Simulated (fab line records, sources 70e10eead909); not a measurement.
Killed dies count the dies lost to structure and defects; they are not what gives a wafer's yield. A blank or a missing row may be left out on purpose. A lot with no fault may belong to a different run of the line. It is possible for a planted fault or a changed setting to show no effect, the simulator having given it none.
The tool behind it: which one?    flow nandHarc    24 lots, 72 wafers sampled, at 4 steps of a route of 1159

## WHAT EACH GAUGE READ, for each wafer
NHARC_A_ONON_D1_THK_MEAS_34: measures by ellipsometry.
lot   measured      on            thkNm (nm)
L074  day 8 03:16   filmMetro-02  198 203 201
L075  day 8 11:55   filmMetro-02  196 194 199
L076  day 8 18:07   filmMetro-02  198 199 203
L077  day 9 10:01   filmMetro-01  203 202 202
L078  day 9 10:31   filmMetro-02  198 200 202
L079  day 9 10:44   filmMetro-02  202 203 201
L081  day 9 23:08   filmMetro-02  198 199 204
L080  day 9 23:17   filmMetro-02  196 201 201
L083  day 10 10:32  filmMetro-01  198 201 203
L082  day 10 10:36  filmMetro-02  195 198 203
L084  day 12 09:33  filmMetro-01  197 205 202
L086  day 12 09:42  filmMetro-02  201 201 209
L085  day 12 13:09  filmMetro-02  199 204 204
L088  day 12 13:16  filmMetro-02  206 198 204
L091  day 12 13:22  filmMetro-02  200 199 202
L087  day 12 13:43  filmMetro-02  197 199 201
L089  day 12 20:45  filmMetro-01  203 199 202
L090  day 12 20:53  filmMetro-02  198 203 203
L092  day 12 21:02  filmMetro-01  195 200 202
L094  day 13 01:14  filmMetro-01  196 197 194
L093  day 13 01:17  filmMetro-02  200 206 207
L095  day 13 05:53  filmMetro-02  198 200 201
L096  day 13 05:54  filmMetro-01  197 206 205
L097  day 13 19:29  filmMetro-02  199 198 202

NHARC_A_CHANNEL_HOLE_D1_CD_MEAS_18.
lot   measured      on        cdNm (nm)
L074  day 8 11:34   cdSem-03  104.6 98.3 98.1
L075  day 8 21:27   cdSem-03  99.8 100.5 101.4
L076  day 8 23:28   cdSem-03  104.6 102.7 101.6
L077  day 9 13:57   cdSem-02  101.5 101.1 93.5
L078  day 9 14:56   cdSem-02  100.3 101.6 101.2
L079  day 9 16:11   cdSem-02  101.4 99.9 101.6
L081  day 10 03:07  cdSem-01  97.6 100.0 96.6
L080  day 10 03:21  cdSem-03  102.3 102.6 101.4
L083  day 10 15:41  cdSem-01  99.4 100.8 100.6
L082  day 10 17:05  cdSem-01  98.0 101.6 98.5
L084  day 12 13:37  cdSem-01  99.2 99.9 98.6
L086  day 12 13:39  cdSem-03  100.5 99.4 100.0
L085  day 12 17:16  cdSem-03  101.0 99.9 96.9
L088  day 12 17:25  cdSem-02  101.0 103.3 102.8
L091  day 12 18:32  cdSem-02  99.2 99.3 99.9
L087  day 12 19:11  cdSem-03  104.9 102.0 101.6
L089  day 13 00:52  cdSem-03  102.2 97.0 98.7
L090  day 13 01:01  cdSem-01  99.5 100.6 102.2
L092  day 13 02:35  cdSem-02  97.0 97.2 99.2
L094  day 13 05:19  cdSem-02  103.1 101.0 98.8
L093  day 13 05:30  cdSem-03  101.1 100.0 102.4
L095  day 13 11:11  cdSem-02  104.4 102.7 106.9
L096  day 13 11:38  cdSem-03  102.3 102.4 100.6
L097  day 14 07:07  cdSem-02  96.8 95.4 97.0

## EACH LOT AND THE TOOL THAT RAN IT (in order: tool; ch and the chambers of the sampled wafers; start)
lot   NHARC_A_CHANNEL_HOLE_D1_DESCUM_15  NHARC_A_CHANNEL_HOLE_D1_ETCH_38
L074  rieDiel-06 ch 0,1,2, day 8 10:26   rieDiel-06 ch 0,2,3, day 8 10:31
L075  rieDiel-05 ch 2,3, day 8 20:20     rieDiel-05 ch 1,2,3, day 8 20:25
L076  rieDiel-06 ch 1,2, day 8 22:21     rieDiel-06 ch 1,2, day 8 22:26
L077  rieDiel-03 ch 1,2, day 9 12:50     rieDiel-03 ch 0,1, day 9 12:56
L078  rieDiel-06 ch 0,3, day 9 13:49     rieDiel-06 ch 0,2,3, day 9 13:55
L079  rieDiel-03 ch 1,2, day 9 14:53     rieDiel-03 ch 1,2, day 9 14:59
L081  rieDiel-06 ch 0,1,3, day 10 02:01  rieDiel-06 ch 0,1,3, day 10 02:05
L080  rieDiel-05 ch 0,3, day 10 02:15    rieDiel-05 ch 0,2,3, day 10 02:20
L083  rieDiel-05 ch 0,1,3, day 10 14:34  rieDiel-05 ch 0,3, day 10 14:39
L082  rieDiel-03 ch 0,1, day 10 15:59    rieDiel-03 ch 0,1,2, day 10 16:05
L084  rieDiel-05 ch 1,2, day 12 12:31    rieDiel-05 ch 0,2, day 12 12:36
L086  rieDiel-03 ch 0,2, day 12 12:32    rieDiel-03 ch 0,1,3, day 12 12:38
L085  rieDiel-03 ch 1,2, day 12 16:09    rieDiel-03 ch 0,2, day 12 16:15
L088  rieDiel-06 ch 1,2,3, day 12 16:19  rieDiel-06 ch 2,3, day 12 16:23
L091  rieDiel-05 ch 0,1,3, day 12 17:25  rieDiel-05 ch 0,2,3, day 12 17:30
L087  rieDiel-06 ch 0,1,3, day 12 18:02  rieDiel-06 ch 0,1,2, day 12 18:07
L089  rieDiel-06 ch 0,1,2, day 12 23:44  rieDiel-06 ch 0,2,3, day 12 23:49
L090  rieDiel-05 ch 1,2, day 12 23:54    rieDiel-05 ch 2,3, day 12 23:59
L092  rieDiel-03 ch 0,1,3, day 13 01:29  rieDiel-03 ch 0,2,3, day 13 01:34
L094  rieDiel-05 ch 0,1,2, day 13 04:12  rieDiel-05 ch 0,1,2, day 13 04:17
L093  rieDiel-06 ch 1,2,3, day 13 04:24  rieDiel-06 ch 0,2,3, day 13 04:29
L095  rieDiel-06 ch 0,1,3, day 13 10:05  rieDiel-06 ch 0,2,3, day 13 10:10
L096  rieDiel-05 ch 0,1,2, day 13 10:32  rieDiel-05 ch 0,1,3, day 13 10:37
L097  rieDiel-06 ch 1,2, day 14 05:59    rieDiel-06 ch 1,2,3, day 14 06:06
- NHARC_A_CHANNEL_HOLE_D1_DESCUM_15: chemistry O2, time 3 s.
- NHARC_A_CHANNEL_HOLE_D1_ETCH_38: etches the open film in CF4, target depth 39 nm, time 65 s.

## AS READ BY THE TOOLS THEMSELVES (means over the sampled wafers that have a number; for cases with no such wafer, the mark the record gives instead)
NHARC_A_CHANNEL_HOLE_D1_DESCUM_15.
lot   tool        drypumpMotorCurrentA (A)  oesProductAu (a.u.)  rfVppV (V)  showerheadPlenumPTorr (Torr)  throttleValvePct (%)
L074  rieDiel-06  5.8                       0.994                57.0        1.88                          11.308
L075  rieDiel-05  5.8                       1.000                57.0        1.85                          11.307
L076  rieDiel-06  6.0                       0.999                57.3        1.87                          11.304
L077  rieDiel-03  5.5                       0.977                58.2        1.86                          11.309
L078  rieDiel-06  5.5                       1.003                57.3        1.87                          11.305
L079  rieDiel-03  5.8                       0.994                57.4        1.83                          11.306
L081  rieDiel-06  5.7                       1.001                58.5        1.86                          11.313
L080  rieDiel-05  5.9                       1.001                58.3        1.91                          11.310
L083  rieDiel-05  5.5                       0.990                57.7        1.91                          11.317
L082  rieDiel-03  5.9                       1.009                57.5        1.95                          11.317
L084  rieDiel-05  5.5                       0.998                58.0        1.84                          11.315
L086  rieDiel-03  5.4                       0.992                57.7        1.93                          11.320
L085  rieDiel-03  5.5                       0.989                57.3        1.86                          11.307
L088  rieDiel-06  5.8                       1.005                57.4        1.85                          11.312
L091  rieDiel-05  5.5                       1.003                57.8        1.91                          11.315
L087  rieDiel-06  5.7                       0.999                57.4        1.86                          11.308
L089  rieDiel-06  5.8                       1.001                56.7        1.87                          11.313
L090  rieDiel-05  5.2                       0.989                56.9        1.91                          11.308
L092  rieDiel-03  5.8                       1.000                57.3        1.89                          11.318
L094  rieDiel-05  5.4                       1.000                57.2        1.84                          11.316
L093  rieDiel-06  5.8                       1.002                57.0        1.84                          11.313
L095  rieDiel-06  5.7                       0.996                58.1        1.85                          11.310
L096  rieDiel-05  5.4                       0.998                58.2        1.84                          11.313
L097  rieDiel-06  6.0                       0.983                57.1        1.87                          11.312

NHARC_A_CHANNEL_HOLE_D1_ETCH_38.
lot   tool        cf4FlowSccm (sccm)  drypumpMotorCurrentA (A)  oesProductAu (a.u.)  rfVppV (V)  showerheadPlenumPTorr (Torr)  throttleValvePct (%)
L074  rieDiel-06  149.9               5.6                       0.998                149.7       1.72                          13.283
L075  rieDiel-05  150.2               5.5                       0.993                151.2       1.77                          13.283
L076  rieDiel-06  150.0               6.0                       0.996                150.8       1.73                          13.294
L077  rieDiel-03  150.2               5.9                       1.000                150.0       1.73                          13.274
L078  rieDiel-06  149.9               5.6                       1.003                150.4       1.72                          13.277
L079  rieDiel-03  150.0               5.5                       0.987                150.7       1.72                          13.286
L081  rieDiel-06  149.7               5.7                       1.007                149.9       1.72                          13.275
L080  rieDiel-05  149.4               5.8                       1.000                150.3       1.72                          13.284
L083  rieDiel-05  150.0               5.7                       1.006                151.5       1.72                          13.283
L082  rieDiel-03  150.0               5.7                       0.994                151.1       1.76                          13.288
L084  rieDiel-05  150.2               5.7                       1.009                149.1       1.66                          13.284
L086  rieDiel-03  149.9               5.8                       1.003                150.8       1.75                          13.272
L085  rieDiel-03  150.5               5.4                       0.994                150.7       1.79                          13.292
L088  rieDiel-06  149.7               5.6                       0.996                149.1       1.69                          13.276
L091  rieDiel-05  150.1               5.8                       1.002                150.8       1.71                          13.286
L087  rieDiel-06  149.9               5.9                       0.992                151.8       1.74                          13.281
L089  rieDiel-06  150.0               5.6                       0.993                151.2       1.72                          13.284
L090  rieDiel-05  150.4               5.9                       0.992                151.6       1.77                          13.282
L092  rieDiel-03  149.8               5.5                       0.997                151.5       1.78                          13.293
L094  rieDiel-05  150.2               5.4                       1.004                150.2       1.71                          13.275
L093  rieDiel-06  149.8               5.6                       0.996                150.0       1.72                          13.299
L095  rieDiel-06  149.8               5.6                       0.993                150.4       1.72                          13.288
L096  rieDiel-05  150.0               5.5                       0.992                151.8       1.77                          13.282
L097  rieDiel-06  150.2               5.8                       0.992                150.3       1.71                          13.281

## THE ANSWER, worked out from the rows above alone
Rule: what is usual is taken from the lots themselves. The widest of any qualifying gaps counts: lots, ordered by their means at a reading, are off when they make up no more than a third of the lots, leave a main group of 4 or more, and stand apart from it by 3 or more times the standard deviation of that group's means. If all means in a main group match to the digits the tables above print for the reading, that group is not used. A lot without any number at a reading at which 4 lots or more have one is off too. Where the step has rows for the other lots, those lots are counted as sound. First the gauges in route order, then the tools' own readings, where a lot's mean is used as printed above. The first step at which some lot is off is used, and at that step the reading that is off furthest; a lot without a number counts as furthest.
None of the lots is off at any reading shown; this tells nothing.

## WHAT THE SIMULATOR PUT IN
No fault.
